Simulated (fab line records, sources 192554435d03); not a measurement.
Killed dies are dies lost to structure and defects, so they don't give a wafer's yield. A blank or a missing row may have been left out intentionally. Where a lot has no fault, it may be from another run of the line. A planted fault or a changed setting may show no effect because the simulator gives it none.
Split-lot experiment | flow n5Finfet | 39 wafers read from 7 lots, route of 1938 steps

== ON THE SPLIT ==
At N5_BEOL_M9_ILD_DEP_00 (deposits SiCOH lowk from DEMS/porogen, target thk 308.51 nm, time 58 s), the setting targetThkA was moved away from the recipe's 3085.1 angstrom on 15 of the 39 wafers read, by -37.6% to +50.8%. The other wafers ran this setting at the recipe's value.

== FROM SPLIT TO READING: 1 step shown by the file between the two ==
- N5_BEOL_M9_CURE_71: cures SiCOH lowk, time 240 s

== THE READING ==
At N5_BEOL_M9_THK_MEAS_01: M9_ILD_THK, given in nm. On this fab line, fault-free wafers typically give 267 nm with a standard deviation of 4.1 nm.

wafer  | tool, chamber at the split | targetThkA as run, angstrom | against the recipe | M9_ILD_THK, nm | against lot-mates on the recipe
L075.1 | pecvd-04, 2                | 3085.1                      | recipe             | 258            | -
L075.2 | pecvd-04, 0                | 3085.1                      | recipe             | 264            | -
L075.3 | pecvd-04, 1                | 3085.1                      | recipe             | 259            | -
L075.4 | pecvd-04, 0                | 3085.1                      | recipe             | 268            | -
L075.5 | pecvd-04, 1                | 3085.1                      | recipe             | 263            | -
L075.6 | pecvd-04, 2                | 3085.1                      | recipe             | 266            | -
L078.1 | pecvd-04, 0                | 3085.1                      | recipe             | 263            | -
L078.2 | pecvd-04, 2                | 4653                        | +50.8%             | 395            | +130
L078.3 | pecvd-04, 1                | 4653                        | +50.8%             | 397            | +132
L078.4 | pecvd-04, 2                | 4653                        | +50.8%             | 406            | +141
L078.5 | pecvd-04, 0                | 3085.1                      | recipe             | 271            | -
L078.6 | pecvd-04, 1                | 3085.1                      | recipe             | 260            | -
L084.1 | pecvd-02, 0                | 3085.1                      | recipe             | 268            | -
L084.2 | pecvd-02, 1                | 3085.1                      | recipe             | 266            | -
L084.3 | pecvd-02, 2                | 4075                        | +32.1%             | 362            | +94
L084.4 | pecvd-02, 1                | 4075                        | +32.1%             | 360            | +92
L084.5 | pecvd-02, 2                | 4075                        | +32.1%             | 363            | +95
L084.6 | pecvd-02, 0                | 3085.1                      | recipe             | 270            | -
L086.3 | pecvd-04, 1                | 3085.1                      | recipe             | 265            | -
L086.4 | pecvd-04, 1                | 3085.1                      | recipe             | 266            | -
L086.6 | pecvd-04, 2                | 3085.1                      | recipe             | 265            | -
L088.1 | pecvd-03, 2                | 4220                        | +36.8%             | 368            | +99
L088.2 | pecvd-03, 1                | 3085.1                      | recipe             | 262            | -
L088.3 | pecvd-03, 0                | 4220                        | +36.8%             | 369            | +100
L088.4 | pecvd-03, 1                | 4220                        | +36.8%             | 372            | +103
L088.5 | pecvd-03, 2                | 3085.1                      | recipe             | 272            | -
L088.6 | pecvd-03, 0                | 3085.1                      | recipe             | 272            | -
L089.1 | pecvd-02, 0                | 3085.1                      | recipe             | 265            | -
L089.2 | pecvd-02, 2                | 3085.1                      | recipe             | 268            | -
L089.3 | pecvd-02, 1                | 1924                        | -37.6%             | 161            | -106
L089.4 | pecvd-02, 2                | 3085.1                      | recipe             | 269            | -
L089.5 | pecvd-02, 0                | 1924                        | -37.6%             | 167            | -100
L089.6 | pecvd-02, 1                | 1924                        | -37.6%             | 163            | -104
L093.1 | pecvd-03, 2                | 3085.1                      | recipe             | 268            | -
L093.2 | pecvd-03, 0                | 3975                        | +28.8%             | 348            | +79
L093.3 | pecvd-03, 1                | 3085.1                      | recipe             | 266            | -
L093.4 | pecvd-03, 1                | 3975                        | +28.8%             | 351            | +82
L093.5 | pecvd-03, 0                | 3975                        | +28.8%             | 356            | +87
L093.6 | pecvd-03, 2                | 3085.1                      | recipe             | 274            | -

THE FIT
A straight line over all 39 wafers: M9_ILD_THK changes by +2.76 nm for each +1% of targetThkA; r = +1.00; the points scatter about the line by 5 nm.
The same after taking each lot's own level away (the mean of its wafers on the recipe; 39 wafers): +2.75 nm for each +1%; r = +1.00; scatter 4 nm.
That fit puts the effect of the largest move of targetThkA on the reading at 1.4e+02 nm.
Across the lots, their own levels run from 263.0 to 269.3 nm, a range of 1.5 times the standard deviation given above.
The two slopes are in agreement: the lot-to-lot level therefore moves the slope only a little.
Check: +141 nm against its lot-mates is what the line predicts for one of the wafers moved furthest among these (+50.8%) when that wafer is left out of the fit. It came out at +130 nm against them.

== THE WHOLE CHAIN: every reading that the file lists as answering this split, in the file's order ==
step                   | what it does                                                           | reading                                                                                 | change (the file's fit)              | r (the file's)
N5_BEOL_M9_ILD_DEP_00  | deposits SiCOH lowk from DEMS/porogen, target thk 308.51 nm, time 58 s | SiCOH_lowk_of_BEOL_M9_ILD_DEP_00.thkNm (the simulator's own value, which no gauge read) | +3.1 nm for each +1% of the setting  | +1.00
N5_BEOL_M9_CURE_71     | cures SiCOH lowk, time 240 s                                           | SiCOH_lowk_of_BEOL_M9_ILD_DEP_00.thkNm (the simulator's own value, which no gauge read) | +2.75 nm for each +1% of the setting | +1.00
N5_BEOL_M9_THK_MEAS_01 |                                                                        | M9_ILD_THK                                                                              | +2.75 for each +1% of the setting    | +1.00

== THE FILE'S OWN FIT ==
M9_ILD_THK changes by +2.75 nm for each +1% of targetThkA, r = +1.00.
